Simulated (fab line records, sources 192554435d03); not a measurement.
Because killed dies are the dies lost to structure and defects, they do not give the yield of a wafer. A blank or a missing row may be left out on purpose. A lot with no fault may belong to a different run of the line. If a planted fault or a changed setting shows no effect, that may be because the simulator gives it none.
fab line records :: flow n5-finfet
record
  lots=5
  wafers=15
  last-day=17
route steps=1938 shown FIN_SAQP@132 FIN_CUT@154 PASSIVATION@1936
lots untouched by any fault: they come from a run of this same line in which no faults occurred
start-h: hours from the record's first day to the start of the lot's first wafer shown :: wait-h: how many hours have passed since the lot's step before this one :: " identical to the entry in the row above :: L1.1+2: a row that stands for several wafers :: - no value, or no start was given :: * or withheld: withheld :: < > ~ a bound
route shown NAME@n: a module of which the file shows steps, and the number in the route of the first :: usual: the fault-free wafers' mean and standard deviation :: same: alike in all rows :: chamber/n: place in a boat :: sites: per-site readings :: _std_site: their standard deviation :: _edge_site: outer sites' mean less inner sites' :: radius-mm: for every site, how far away it sits from the centre of the wafer :: mask NAME#n: copy n :: behind: the most recent tool/chamber to have shaped the wafer :: hold: why the lot was held/for how many hours/how that ended :: device: which transistor (n, p or np) failed to switch :: end of line: tests of these same wafers at the route's end :: where a step has no rows: the recipe by itself :: killed: count of dies lost to structure and defects at first sort (not the wafer's yield) :: map: the dies of a wafer, with x for killed, . for not killed, _ for no die there
set.NAME: the setting the step ran with; set.NAME@STEP: the setting that earlier step ran with :: model.NAME: the simulator's own value behind a step, which no gauge read
certain route steps with their lots: each step a table, each wafer a row
services: the hour from which a tool's chamber was out of use, counted from the record's first day as start-h (under 0 if before that day), plus the number of hours and why
## steps
# step N5_FIN_SAQP_RECESS_63
# recipe
  chemistry=HF/NH3
  target=SiO2
  target-depth-a=180
  afs-cycles=3
  temp-c=30
  sublimation-temp-c=180
  sublimation-time-s=60
# step N5_FIN_SAQP_COAT_68
# recipe
  resist=SOC
  temp-c=250
  time-s=60
  spin-rpm=1500
  resist-thk-nm=100
# step N5_FIN_SAQP_ETCH_69
# recipe
  chemistry=N2/H2
  target=SOC
  target-depth-a=1500
  stop-on=SiNx
  ion-energy-ev=100
  bias-w=61
  pressure-mtorr=30
  source-w=850
  n2-flow-sccm=200
  h2-flow-sccm=200
# step N5_FIN_SAQP_ETCH_67
# recipe
  chemistry=CH3F/O2
  target=SiNx
  target-depth-a=300
  mask-material=SOC
  pressure-mtorr=30
  source-w=395
  bias-w=73
  Ar_flow_sccm=150
  CH3F_flow_sccm=30
  O2_flow_sccm=20
  ion-energy-ev=120
# step N5_FIN_SAQP_STRIP_70
# recipe
  chemistry=N2/H2
  power-w=500
  temp-c=40
  pressure-mtorr=50
  rf-frequency-hz=6e+07
  overash-fraction=0.3
  bias-power-w=28
  h2-frac=0.5
  n2-flow-sccm=300
  h2-flow-sccm=300
# step N5_FIN_SAQP_RECESS_71
# recipe
  chemistry=HF/NH3
  target=SiO2
  target-depth-a=30
  afs-cycles=1
  temp-c=30
  sublimation-temp-c=180
  sublimation-time-s=60
# step N5_FIN_SAQP_SPACER2_ALD_28
# recipe
  material=SiO2
  target-thk-a=81
  temp-c=300
  ald-precursor-family=BDEAS
  ald-co-reactant=O2-plasma
  pulse-time-s=1
  purge-time-s=2
  co-reactant-purge-time-s=2
  pressure-torr=2
# step N5_FIN_SAQP_SPACER2_ETCHBACK_29
# recipe
  chemistry=CHF3/O2
  mode=anisotropic-etchback
  target=SiO2
  target-depth-a=122
  time-s=6.1
  pressure-mtorr=30
  source-w=650
  bias-w=170
  Ar_flow_sccm=200
  CHF3_flow_sccm=50
  O2_flow_sccm=5
  ion-energy-ev=200
# step N5_FIN_SAQP_MANDREL2_REMOVE_60
# recipe
  chemistry=HBr/Cl2/O2
  bt-time-s=10
  target=a-Si
  stop-on=SiNx
  endpoint=OES-SiCl
  over-etch-frac=1
  icp-w=600
  bias-w=22
  HBr_flow_sccm=150
  Cl2_flow_sccm=80
  O2_flow_sccm=5
  pressure-mtorr=10
# step N5_FIN_SAQP_HM_OPEN_33
# recipe
  chemistry=CH3F/O2
  target=SiNx
  mask-material=SiO2
  target-depth-a=494
  time-s=70.6
  pressure-mtorr=30
  source-w=395
  bias-w=73
  Ar_flow_sccm=150
  CH3F_flow_sccm=30
  O2_flow_sccm=20
  ion-energy-ev=120
  ends=cleared
# step N5_FIN_SAQP_ETCH_34
# recipe
  chemistry=C4F6/O2
  target=SiO2
  target-depth-a=450
  time-s=15
  ion-energy-ev=250
  pressure-mtorr=30
  source-w=345
  bias-w=185
  Ar_flow_sccm=300
  C4F6_flow_sccm=10
  O2_flow_sccm=10
  ends=cleared
# step N5_FIN_SAQP_STRIP_77
# recipe
  chemistry=N2/H2
  time-s=90
  power-w=100
  temp-c=40
  pressure-mtorr=100
  rf-frequency-hz=6e+07
  bias-power-w=3
  n2-flow-sccm=300
  h2-flow-sccm=300
# usual
  bias-power-w=2.998/0.009
  chamber-pressure-mTorr=99.98/0.1
  drypump-motor-current-A=5.9/0.41
  h2-flow-sccm=300.1/0.89
  oes-product-au=0.77/0.079
  rf-vpp-V=45.3/0.89
  showerhead-plenum-p-Torr=3.41/0.074
  throttle-valve-pct=12.31/0.28
lot.wafer: L218.3
tool: rie-diel-02
chamber: 3
start-h: 44.21
wait-h: 0.0
bias-power-w: 2.997
chamber-pressure-mTorr: 99.87
drypump-motor-current-A: 5.7
h2-flow-sccm: 298.8
oes-product-au: 0.74
rf-hours-counter-h: 170
rf-vpp-V: 45.8
showerhead-plenum-p-Torr: 3.48
throttle-valve-pct: 12.17

lot.wafer: L218.4
tool: rie-diel-02
chamber: 2
start-h: 44.21
wait-h: 0.0
bias-power-w: 3.014
chamber-pressure-mTorr: 99.90
drypump-motor-current-A: 6.1
h2-flow-sccm: 299.5
oes-product-au: 0.85
rf-hours-counter-h: -
rf-vpp-V: 46.8
showerhead-plenum-p-Torr: 3.43
throttle-valve-pct: 11.88

lot.wafer: L218.6
tool: rie-diel-02
chamber: 1
start-h: 44.21
wait-h: 0.0
bias-power-w: 2.995
chamber-pressure-mTorr: 99.89
drypump-motor-current-A: 6.3
h2-flow-sccm: 300.1
oes-product-au: 0.70
rf-hours-counter-h: -
rf-vpp-V: 46.0
showerhead-plenum-p-Torr: 3.45
throttle-valve-pct: 12.67

lot.wafer: L229.1
tool: rie-diel-02
chamber: 2
start-h: 111.25
wait-h: 0.0
bias-power-w: -
chamber-pressure-mTorr: -
drypump-motor-current-A: -
h2-flow-sccm: -
oes-product-au: -
rf-hours-counter-h: -
rf-vpp-V: -
showerhead-plenum-p-Torr: -
throttle-valve-pct: -

lot.wafer: L229.3
tool: rie-diel-02
chamber: 3
start-h: 111.25
wait-h: 0.0
bias-power-w: -
chamber-pressure-mTorr: -
drypump-motor-current-A: -
h2-flow-sccm: -
oes-product-au: -
rf-hours-counter-h: -
rf-vpp-V: -
showerhead-plenum-p-Torr: -
throttle-valve-pct: -

lot.wafer: L229.5
tool: rie-diel-02
chamber: 0
start-h: 111.25
wait-h: 0.0
bias-power-w: -
chamber-pressure-mTorr: -
drypump-motor-current-A: -
h2-flow-sccm: -
oes-product-au: -
rf-hours-counter-h: -
rf-vpp-V: -
showerhead-plenum-p-Torr: -
throttle-valve-pct: -

lot.wafer: L230.1
tool: rie-diel-02
chamber: 1
start-h: 116.09
wait-h: 0.0
bias-power-w: -
chamber-pressure-mTorr: -
drypump-motor-current-A: -
h2-flow-sccm: -
oes-product-au: -
rf-hours-counter-h: -
rf-vpp-V: -
showerhead-plenum-p-Torr: -
throttle-valve-pct: -

lot.wafer: L230.4
tool: rie-diel-02
chamber: 3
start-h: 116.09
wait-h: 0.0
bias-power-w: -
chamber-pressure-mTorr: -
drypump-motor-current-A: -
h2-flow-sccm: -
oes-product-au: -
rf-hours-counter-h: -
rf-vpp-V: -
showerhead-plenum-p-Torr: -
throttle-valve-pct: -

lot.wafer: L230.5
tool: rie-diel-02
chamber: 3
start-h: 116.09
wait-h: 0.0
bias-power-w: -
chamber-pressure-mTorr: -
drypump-motor-current-A: -
h2-flow-sccm: -
oes-product-au: -
rf-hours-counter-h: -
rf-vpp-V: -
showerhead-plenum-p-Torr: -
throttle-valve-pct: -

lot.wafer: L231.1
tool: rie-diel-01
chamber: 3
start-h: 123.57
wait-h: 0.0
bias-power-w: -
chamber-pressure-mTorr: -
drypump-motor-current-A: -
h2-flow-sccm: -
oes-product-au: -
rf-hours-counter-h: -
rf-vpp-V: -
showerhead-plenum-p-Torr: -
throttle-valve-pct: -

lot.wafer: L231.2
tool: rie-diel-01
chamber: 2
start-h: 123.57
wait-h: 0.0
bias-power-w: -
chamber-pressure-mTorr: -
drypump-motor-current-A: -
h2-flow-sccm: -
oes-product-au: -
rf-hours-counter-h: -
rf-vpp-V: -
showerhead-plenum-p-Torr: -
throttle-valve-pct: -

lot.wafer: L231.3
tool: rie-diel-01
chamber: 0
start-h: 123.57
wait-h: 0.0
bias-power-w: -
chamber-pressure-mTorr: -
drypump-motor-current-A: -
h2-flow-sccm: -
oes-product-au: -
rf-hours-counter-h: -
rf-vpp-V: -
showerhead-plenum-p-Torr: -
throttle-valve-pct: -

lot.wafer: L238.1
tool: rie-diel-04
chamber: 1
start-h: 163.58
wait-h: 0.0
bias-power-w: 3.015
chamber-pressure-mTorr: 99.88
drypump-motor-current-A: 6.6
h2-flow-sccm: 300.2
oes-product-au: 0.83
rf-hours-counter-h: 57
rf-vpp-V: 44.9
showerhead-plenum-p-Torr: 3.29
throttle-valve-pct: 12.09

lot.wafer: L238.2
tool: rie-diel-04
chamber: 0
start-h: 163.58
wait-h: 0.0
bias-power-w: 3.004
chamber-pressure-mTorr: 99.94
drypump-motor-current-A: 5.9
h2-flow-sccm: 299.7
oes-product-au: 0.94
rf-hours-counter-h: 13
rf-vpp-V: 44.7
showerhead-plenum-p-Torr: 3.45
throttle-valve-pct: 11.65

lot.wafer: L238.5
tool: rie-diel-04
chamber: 3
start-h: 163.58
wait-h: 0.0
bias-power-w: 3.008
chamber-pressure-mTorr: 100.06
drypump-motor-current-A: 5.2
h2-flow-sccm: 299.8
oes-product-au: 0.70
rf-hours-counter-h: -
rf-vpp-V: 44.6
showerhead-plenum-p-Torr: 3.34
throttle-valve-pct: 12.77
# step N5_FIN_SAQP_ETCH_64
# recipe
  chemistry=CF4
  target=SiO2
  target-depth-a=15
  ion-energy-ev=350
  pressure-mtorr=10
  icp-w=800
  bias-w=400
  cf4-flow-sccm=80
# step N5_FIN_SAQP_FIN_ETCH_36
# recipe
  chemistry=HBr/Cl2/O2
  target-depth-a=1200
  mask-material=SiNx
  time-s=50.4
  bias-w=102
  pressure-mtorr=10
  icp-w=800
  HBr_flow_sccm=150
  Cl2_flow_sccm=80
  O2_flow_sccm=12
# step N5_FIN_SAQP_PRECLEAN_38
# recipe
  chemistry=O3/DIW
  time-s=45
  temp-c=22
  o3-ppm=10
# step N5_FIN_SAQP_PRECLEAN_45
# recipe
  chemistry=dHF
  time-s=10
  dilution=500:1
  temp-c=25
# step N5_FIN_SAQP_SRD_39
# recipe
  dry=ipa-marangoni
  time-s=30
  temp-c=23
  rinse-liquid=diw
# step N5_FIN_SAQP_INSPECT_40
# recipe
  inspect-instrument=brightfield
  mode=aei
# usual
  raw-defect-count=242/67
lot.wafer: L218.3
tool: defect-inspect-01
chamber: -
start-h: 44.66
wait-h: 0.0
raw-defect-count: 346

lot.wafer: L218.4
tool: defect-inspect-01
chamber: -
start-h: 44.66
wait-h: 0.0
raw-defect-count: 229

lot.wafer: L218.6
tool: defect-inspect-01
chamber: -
start-h: 44.66
wait-h: 0.0
raw-defect-count: 244

lot.wafer: L229.1
tool: defect-inspect-02
chamber: -
start-h: 111.69
wait-h: 0.0
raw-defect-count: 1101

lot.wafer: L229.3
tool: defect-inspect-02
chamber: -
start-h: 111.69
wait-h: 0.0
raw-defect-count: 930

lot.wafer: L229.5
tool: defect-inspect-02
chamber: -
start-h: 111.69
wait-h: 0.0
raw-defect-count: 956

lot.wafer: L230.1
tool: defect-inspect-02
chamber: -
start-h: 116.53
wait-h: 0.0
raw-defect-count: 838

lot.wafer: L230.4
tool: defect-inspect-02
chamber: -
start-h: 116.53
wait-h: 0.0
raw-defect-count: 900

lot.wafer: L230.5
tool: defect-inspect-02
chamber: -
start-h: 116.53
wait-h: 0.0
raw-defect-count: 884

lot.wafer: L231.1
tool: defect-inspect-02
chamber: -
start-h: 124.01
wait-h: 0.0
raw-defect-count: 885

lot.wafer: L231.2
tool: defect-inspect-02
chamber: -
start-h: 124.01
wait-h: 0.0
raw-defect-count: 860

lot.wafer: L231.3
tool: defect-inspect-02
chamber: -
start-h: 124.01
wait-h: 0.0
raw-defect-count: 938

lot.wafer: L238.1
tool: defect-inspect-01
chamber: -
start-h: 164.02
wait-h: 0.0
raw-defect-count: 281

lot.wafer: L238.2
tool: defect-inspect-01
chamber: -
start-h: 164.02
wait-h: 0.0
raw-defect-count: 260

lot.wafer: L238.5
tool: defect-inspect-01
chamber: -
start-h: 164.02
wait-h: 0.0
raw-defect-count: 269
# step N5_FIN_CUT_COAT_18
# recipe
  resist=SOC
  temp-c=250
  time-s=60
  spin-rpm=1500
  resist-thk-nm=230
# step N5_FIN_CUT_COAT_19
# recipe
  resist=SiARC
  temp-c=220
  time-s=60
  spin-rpm=1500
  resist-thk-nm=20
# step N5_FIN_CUT_COAT_29
# recipe
  resist=underlayer
  temp-c=205
  time-s=60
  spin-rpm=1500
  resist-thk-nm=10
# step N5_FIN_CUT_COAT_02
# recipe
  resist=CAR-EUV
  spin-rpm=1500
  resist-thk-nm=30
# step N5_FIN_CUT_EBR_04
# recipe
  solvent=PGMEA
  ebr-width-mm=1.5
# step N5_FIN_CUT_SOFTBAKE_03
# recipe
  temp-c=110
  time-s=60
  resist=CAR-EUV
# step N5_FIN_CUT_EXPOSE_05
# recipe
  mask-id=FIN_CUT
  na=0.33
  source-shape=annular
  sigma-inner=0.35
  sigma-outer=0.8
  polarization=unpolarized
  dose-mj=45.75
# step N5_FIN_CUT_PEB_06
# recipe
  peb-temp-c=100
  peb-time-s=60
  resist=CAR-EUV
# step N5_FIN_CUT_DEVELOP_07
# recipe
  develop-time-s=30
  developer=TMAH
  resist=CAR-EUV
  rinse-liquid=surfactant-rinse
  dry=air-spin
  dev-temp-c=23
# step N5_FIN_CUT_INSPECT_10
# recipe
  mode=adi
  inspect-instrument=brightfield
# usual
  raw-defect-count=44/12
lot.wafer: L218.3
tool: defect-inspect-01
chamber: -
start-h: 45.05
wait-h: 0.0
raw-defect-count: 70

lot.wafer: L218.4
tool: defect-inspect-01
chamber: -
start-h: 45.05
wait-h: 0.0
raw-defect-count: 48

lot.wafer: L218.6
tool: defect-inspect-01
chamber: -
start-h: 45.05
wait-h: 0.0
raw-defect-count: 45

lot.wafer: L229.1
tool: defect-inspect-02
chamber: -
start-h: 112.09
wait-h: 0.1
raw-defect-count: 293

lot.wafer: L229.3
tool: defect-inspect-02
chamber: -
start-h: 112.09
wait-h: 0.1
raw-defect-count: 265

lot.wafer: L229.5
tool: defect-inspect-02
chamber: -
start-h: 112.09
wait-h: 0.1
raw-defect-count: 284

lot.wafer: L230.1
tool: defect-inspect-02
chamber: -
start-h: 116.96
wait-h: 0.1
raw-defect-count: 268

lot.wafer: L230.4
tool: defect-inspect-02
chamber: -
start-h: 116.96
wait-h: 0.1
raw-defect-count: 264

lot.wafer: L230.5
tool: defect-inspect-02
chamber: -
start-h: 116.96
wait-h: 0.1
raw-defect-count: 264

lot.wafer: L231.1
tool: defect-inspect-01
chamber: -
start-h: 124.40
wait-h: 0.1
raw-defect-count: 285

lot.wafer: L231.2
tool: defect-inspect-01
chamber: -
start-h: 124.40
wait-h: 0.1
raw-defect-count: 242

lot.wafer: L231.3
tool: defect-inspect-01
chamber: -
start-h: 124.40
wait-h: 0.1
raw-defect-count: 272

lot.wafer: L238.1
tool: defect-inspect-02
chamber: -
start-h: 164.42
wait-h: 0.1
raw-defect-count: 50

lot.wafer: L238.2
tool: defect-inspect-02
chamber: -
start-h: 164.42
wait-h: 0.1
raw-defect-count: 42

lot.wafer: L238.5
tool: defect-inspect-02
chamber: -
start-h: 164.42
wait-h: 0.1
raw-defect-count: 36
# step N5_FIN_CUT_DESCUM_13
# recipe
  chemistry=O2
  time-s=7
  source-power-w=50
  bias-power-w=20
  pressure-mtorr=20
  rf-frequency-hz=2.712e+07
  temp-c=40
  resist=CAR-EUV
  o2-flow-sccm=225
# step N5_FIN_CUT_ETCH_30
# recipe
  chemistry=N2/H2
  target=underlayer
  target-depth-a=130
  mask-material=CAR-EUV
  time-s=10.4
  ion-energy-ev=200
  pressure-mtorr=30
  source-w=840
  bias-w=150
  n2-flow-sccm=200
  h2-flow-sccm=200
  ends=cleared
# step N5_FIN_CUT_ETCH_20
# recipe
  chemistry=CF4
  target=SiARC
  target-depth-a=260
  mask-material=CAR-EUV
  time-s=43.3
  ion-energy-ev=80
  pressure-mtorr=40
  source-w=545
  bias-w=36
  Ar_flow_sccm=100
  cf4-flow-sccm=100
  ends=cleared
# step N5_FIN_CUT_ETCH_21
# recipe
  chemistry=N2/H2
  target=SOC
  target-depth-a=2190
  overetch-a=438
  mask-material=SiARC
  temp-c=40
  ion-energy-ev=100
  bias-w=61
  time-s=523.5
  pressure-mtorr=30
  source-w=850
  n2-flow-sccm=200
  h2-flow-sccm=200
# step N5_FIN_CUT_STRIP_23
# recipe
  chemistry=N2/H2
  temp-c=40
  n2-flow-sccm=200
  h2-flow-sccm=200
  rf-frequency-hz=6e+07
# step N5_FIN_CUT_STRIP_31
# recipe
  chemistry=N2/H2
  temp-c=40
  n2-flow-sccm=200
  h2-flow-sccm=200
  rf-frequency-hz=6e+07
# step N5_FIN_CUT_STRIP_24
# recipe
  chemistry=CF4
  resist=SiARC
  power-w=300
  bias-power-w=75
  pressure-mtorr=50
  cf4-flow-sccm=150
  rf-frequency-hz=6e+07
# step N5_FIN_CUT_CUT_ETCH_26
# recipe
  chemistry=CH3F/O2
  target=SiNx
  target-depth-a=390
  mask-material=SOC
  time-s=55.7
  pressure-mtorr=30
  source-w=395
  bias-w=73
  Ar_flow_sccm=150
  CH3F_flow_sccm=30
  O2_flow_sccm=20
  ion-energy-ev=120
# step N5_FIN_CUT_INSPECT_17
# recipe
  inspect-instrument=brightfield
  mode=aei
# usual
  raw-defect-count=252/69
lot.wafer: L218.3
tool: defect-inspect-01
chamber: -
start-h: 46.21
wait-h: 0.0
raw-defect-count: 349

lot.wafer: L218.4
tool: defect-inspect-01
chamber: -
start-h: 46.21
wait-h: 0.0
raw-defect-count: 242

lot.wafer: L218.6
tool: defect-inspect-01
chamber: -
start-h: 46.21
wait-h: 0.0
raw-defect-count: 239

lot.wafer: L229.1
tool: defect-inspect-02
chamber: -
start-h: 113.03
wait-h: 0.0
raw-defect-count: 1079

lot.wafer: L229.3
tool: defect-inspect-02
chamber: -
start-h: 113.03
wait-h: 0.0
raw-defect-count: 944

lot.wafer: L229.5
tool: defect-inspect-02
chamber: -
start-h: 113.03
wait-h: 0.0
raw-defect-count: 910

lot.wafer: L230.1
tool: defect-inspect-01
chamber: -
start-h: 117.90
wait-h: 0.0
raw-defect-count: 856

lot.wafer: L230.4
tool: defect-inspect-01
chamber: -
start-h: 117.90
wait-h: 0.0
raw-defect-count: 903

lot.wafer: L230.5
tool: defect-inspect-01
chamber: -
start-h: 117.90
wait-h: 0.0
raw-defect-count: 894

lot.wafer: L231.1
tool: defect-inspect-01
chamber: -
start-h: 125.78
wait-h: 0.0
raw-defect-count: 921

lot.wafer: L231.2
tool: defect-inspect-01
chamber: -
start-h: 125.78
wait-h: 0.0
raw-defect-count: 893

lot.wafer: L231.3
tool: defect-inspect-01
chamber: -
start-h: 125.78
wait-h: 0.0
raw-defect-count: 1010

lot.wafer: L238.1
tool: defect-inspect-02
chamber: -
start-h: 165.37
wait-h: 0.0
raw-defect-count: 299

lot.wafer: L238.2
tool: defect-inspect-02
chamber: -
start-h: 165.37
wait-h: 0.0
raw-defect-count: 266

lot.wafer: L238.5
tool: defect-inspect-02
chamber: -
start-h: 165.37
wait-h: 0.0
raw-defect-count: 263
# step N5_PASSIVATION_PROBE_49
# usual
  killed_at_M0_to_M3=33/9.1
  killed_at_M4_up=14/5.6
  killed-at-contacts=13/5.7
  killed-at-front-end=42/12
  killed-at-other=4/3
  killed-dies=105/16
  killed-open=69/11
  killed-short=34/7.5
# same
  gross-dies=1180
  killed-at-back-side=0
lot.wafer: L229.1
tool: prober-01
chamber: -
start-h: 344.70
wait-h: 0.0
killed_at_M0_to_M3: 29
killed_at_M4_up: 5
killed-at-contacts: 18
killed-at-front-end: 56
killed-at-other: 9
killed-dies: 117
killed-open: 87
killed-short: 29

lot.wafer: L229.3
tool: prober-01
chamber: -
start-h: 344.80
wait-h: 0.1
killed_at_M0_to_M3: 35
killed_at_M4_up: 15
killed-at-contacts: 21
killed-at-front-end: 53
killed-at-other: 4
killed-dies: 128
killed-open: 86
killed-short: 40

lot.wafer: L229.5
tool: prober-01
chamber: -
start-h: 344.90
wait-h: 0.2
killed_at_M0_to_M3: 28
killed_at_M4_up: 17
killed-at-contacts: 14
killed-at-front-end: 50
killed-at-other: 2
killed-dies: 111
killed-open: 70
killed-short: 36

lot.wafer: L230.1
tool: prober-02
chamber: -
start-h: 345.99
wait-h: 0.0
killed_at_M0_to_M3: 33
killed_at_M4_up: 21
killed-at-contacts: 17
killed-at-front-end: 71
killed-at-other: 5
killed-dies: 147
killed-open: 97
killed-short: 48

lot.wafer: L230.4
tool: prober-02
chamber: -
start-h: 346.14
wait-h: 0.2
killed_at_M0_to_M3: 36
killed_at_M4_up: 25
killed-at-contacts: 8
killed-at-front-end: 61
killed-at-other: 4
killed-dies: 134
killed-open: 90
killed-short: 41

lot.wafer: L230.5
tool: prober-02
chamber: -
start-h: 346.19
wait-h: 0.2
killed_at_M0_to_M3: 25
killed_at_M4_up: 17
killed-at-contacts: 11
killed-at-front-end: 56
killed-at-other: 3
killed-dies: 112
killed-open: 72
killed-short: 37

lot.wafer: L231.1
tool: prober-02
chamber: -
start-h: 362.44
wait-h: 0.0
killed_at_M0_to_M3: 26
killed_at_M4_up: 21
killed-at-contacts: 8
killed-at-front-end: 50
killed-at-other: 0
killed-dies: 105
killed-open: 73
killed-short: 32

lot.wafer: L231.2
tool: prober-02
chamber: -
start-h: 362.49
wait-h: 0.1
killed_at_M0_to_M3: 33
killed_at_M4_up: 14
killed-at-contacts: 14
killed-at-front-end: 57
killed-at-other: 11
killed-dies: 129
killed-open: 76
killed-short: 38

lot.wafer: L231.3
tool: prober-02
chamber: -
start-h: 362.54
wait-h: 0.1
killed_at_M0_to_M3: 26
killed_at_M4_up: 13
killed-at-contacts: 11
killed-at-front-end: 48
killed-at-other: 5
killed-dies: 103
killed-open: 66
killed-short: 36
# killed by level:class
L229.1 FIN_SAQP:geometric-particle:open=21 MOL_CONTACT_COAG:geometric-particle:open=15 STI_FIN_REVEAL:geometric-particle:open=11 FIN_SAQP:geometric-particle:short=7 BEOL_M1:geometric-particle:open=7 BEOL_M3:geometric-particle:open=7 BEOL_M2:geometric-particle:open=5 BEOL_M3:geometric-particle:short=5
L229.3 STI_FIN_REVEAL:geometric-particle:open=29 MOL_CONTACT_COAG:geometric-particle:open=15 BEOL_M3:geometric-particle:open=12 BEOL_M2:geometric-particle:open=8 MOL_CONTACT_COAG:geometric-particle:short=6 BEOL_M0_SAQP:geometric-particle:short=6 FIN_SAQP:geometric-particle:short=5 BEOL_M5:geometric-particle:short=5
L229.5 FIN_SAQP:geometric-particle:open=11 STI_FIN_REVEAL:geometric-particle:open=10 BEOL_M2:geometric-particle:open=10 MOL_CONTACT_COAG:geometric-particle:open=9 BEOL_M3:geometric-particle:open=8 BEOL_M4:geometric-particle:open=8 FIN_SAQP:geometric-particle:short=7 MOL_CONTACT_COAG:geometric-particle:short=5
L230.1 STI_FIN_REVEAL:geometric-particle:open=22 FIN_SAQP:geometric-particle:open=18 MOL_CONTACT_COAG:geometric-particle:open=11 FIN_SAQP:geometric-particle:short=10 BEOL_M0_SAQP:geometric-particle:open=9 BEOL_M4:geometric-particle:open=9 BEOL_M0_SAQP:geometric-particle:short=7 BEOL_M3:geometric-particle:open=6
L230.4 STI_FIN_REVEAL:geometric-particle:open=16 FIN_SAQP:geometric-particle:open=12 BEOL_M4:geometric-particle:open=12 BEOL_M0_SAQP:geometric-particle:short=9 FIN_SAQP:geometric-particle:short=8 STARTING-WAFER:geometric-particle:open=8 MOL_CONTACT_COAG:geometric-particle:open=6 BEOL_M0_SAQP:geometric-particle:open=6
L230.5 STI_FIN_REVEAL:geometric-particle:open=17 FIN_SAQP:geometric-particle:open=11 GATE_CUT:geometric-particle:short=9 MOL_CONTACT_COAG:geometric-particle:open=8 BEOL_M1:geometric-particle:open=7 FIN_SAQP:geometric-particle:short=6 BEOL_M0_SAQP:geometric-particle:open=6 BEOL_M4:geometric-particle:open=5
L231.1 FIN_SAQP:geometric-particle:open=16 BEOL_M4:geometric-particle:open=9 DUMMY_GATE:geometric-particle:open=7 BEOL_M0_SAQP:geometric-particle:short=7 BEOL_M2:geometric-particle:open=7 MOL_CONTACT_COAG:geometric-particle:open=6 FIN_SAQP:geometric-particle:short=5 STARTING-WAFER:geometric-particle:open=5
L231.2 FIN_SAQP:geometric-particle:open=17 HKMG_FIN:area-etch=15 MOL_CONTACT_COAG:geometric-particle:open=10 FIN_SAQP:geometric-particle:short=8 BEOL_M2:geometric-particle:open=7 BEOL_M0_SAQP:geometric-particle:open=6 BEOL_M1:geometric-particle:open=6 BEOL_M4:geometric-particle:open=6
L231.3 FIN_SAQP:geometric-particle:open=12 FIN_SAQP:geometric-particle:short=10 MOL_CONTACT_COAG:geometric-particle:open=9 BEOL_M4:geometric-particle:open=9 BEOL_M0_SAQP:geometric-particle:open=6 GATE_CUT:geometric-particle:open=5 BEOL_M2:geometric-particle:open=5 STARTING-WAFER:geometric-particle:short=4
## services
tool: rie-diel-02
chamber: 2
start-h: 28.82
hours: 5.0
kind: repair

tool: rie-diel-02
chamber: 1
start-h: 59.17
hours: -
kind: clean

tool: rie-diel-02
chamber: 1
start-h: 59.17
hours: -
kind: consumable-replace:focus-ring

tool: rie-diel-02
chamber: 1
start-h: 59.17
hours: 15.3
kind: scheduled-down

tool: rie-diel-02
chamber: 1
start-h: 59.17
hours: 15.3
kind: vent-cycle

tool: rie-diel-02
chamber: -
start-h: 63.58
hours: 14.6
kind: pm

tool: rie-diel-01
chamber: -
start-h: 72.88
hours: 0.5
kind: repair

tool: rie-diel-04
chamber: 0
start-h: 86.02
hours: -
kind: clean

tool: rie-diel-04
chamber: 0
start-h: 86.02
hours: -
kind: consumable-replace:focus-ring

tool: rie-diel-04
chamber: 0
start-h: 86.02
hours: 22.5
kind: scheduled-down

tool: rie-diel-04
chamber: 0
start-h: 86.02
hours: 22.5
kind: vent-cycle

tool: rie-diel-01
chamber: 1
start-h: 118.84
hours: -
kind: clean

tool: rie-diel-01
chamber: 1
start-h: 118.84
hours: -
kind: consumable-replace:focus-ring

tool: rie-diel-01
chamber: 1
start-h: 118.84
hours: 22.1
kind: scheduled-down

tool: rie-diel-01
chamber: 1
start-h: 118.84
hours: 22.1
kind: vent-cycle

tool: rie-diel-04
chamber: 3
start-h: 133.21
hours: 1.2
kind: repair

tool: rie-diel-01
chamber: 2
start-h: 154.11
hours: -
kind: clean

tool: rie-diel-01
chamber: 2
start-h: 154.11
hours: -
kind: consumable-replace:focus-ring
## key
first-sign
  step=N5_FIN_SAQP_STRIP_77
  reading=tool-record
  direction=missing
effect
  step=N5_FIN_SAQP_INSPECT_40
  reading=raw-defect-count
  direction=up
  sigmas=10
  usual=242
  struck=921
effect
  step=N5_FIN_CUT_INSPECT_10
  reading=raw-defect-count
  direction=up
  sigmas=19
  usual=44
  struck=271
effect
  step=N5_FIN_CUT_INSPECT_17
  reading=raw-defect-count
  direction=up
  sigmas=9.9
  usual=252
  struck=934
met-at N5_FIN_SAQP_STRIP_77
struck-wafers L229.1,L229.3,L229.5,L230.1,L230.4,L230.5,L231.1,L231.2,L231.3
tester-left-out L229,L230,L231
baseline-loss
  step=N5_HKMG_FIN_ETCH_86
  wafers=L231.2
onset-between 44.21 111.25
fault
  kind=skipped-step-whole
  tool=rie-diel-01,rie-diel-02
  chamber=-
  onset-h=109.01
  steps=N5_FIN_SAQP_STRIP_77
  scope=struck-lots-only
# tester-left-out: of these lots the tester's yield and bins aren't shown, on N5 and GAA mostly nor the transistor test; their killed dies are dies lost to structure and defects alone, not to doping, threshold or leakage, so they don't give the yield
# baseline-loss: these wafers lose ten dies or more at that step, a loss of the line's own and not of a fault; the sort's usual values leave them out
